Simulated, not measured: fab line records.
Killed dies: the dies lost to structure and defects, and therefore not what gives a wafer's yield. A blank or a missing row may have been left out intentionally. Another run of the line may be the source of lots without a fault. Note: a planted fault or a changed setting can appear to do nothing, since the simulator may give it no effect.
Chamber matching ; flow n5_finfet ; N5_BEOL_M5_ALD_86 on ald_metal-04: 4 sister chambers
The step deposits TaN, pulse time 2 s, purge time 3 s, co reactant purge time 2 s. 4 wafers are shown with their chamber, then 9 later ones without.

WAFERS WITH THEIR CHAMBER
wafer;chamber;heater_power_w (W)
L074.5;2;379
L086.1;3;432
L087.1;0;422
L087.6;1;435

WAFERS WITH NO CHAMBER GIVEN
wafer;heater_power_w (W)
L088.1;434
L088.3;394
L088.5;428
L095.1;429
L095.3;444
L095.4;423
L096.1;422
L096.3;428
L096.4;440

WHICH CHAMBER EACH ONE RAN IN
wafer;from the rows above;in truth
L088.1;can't be placed: 1 or 3 or 0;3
L088.3;2;2
L088.5;can't be placed: 3 or 0 or 1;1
L095.1;can't be placed: 3 or 1 or 0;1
L095.3;can't be placed: 1 or 3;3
L095.4;can't be placed: 0 or 3 or 1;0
L096.1;can't be placed: 0 or 3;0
L096.3;can't be placed: 3 or 0 or 1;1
L096.4;can't be placed: 1 or 3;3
Correct placement for 1 of the 9. Unplaceable from these rows: 8, with the true chamber sitting among the candidates in 8. 0 placed wrongly.
How it was worked out, from the rows above alone: a wafer's distance from a chamber is the root of the sum, over the readings, of the square of ((its reading less the chamber's mean) divided by the reading's scatter). If the next closest chamber is less than 2 further off than the closest, the wafer can't be placed; otherwise it belongs to the closest. For every chamber, the mean is computed from those of its wafers that are shown. The scatter (one wafer shown for each chamber): square how far every hidden wafer sits from the nearest shown wafer, average those squares and take the square root.
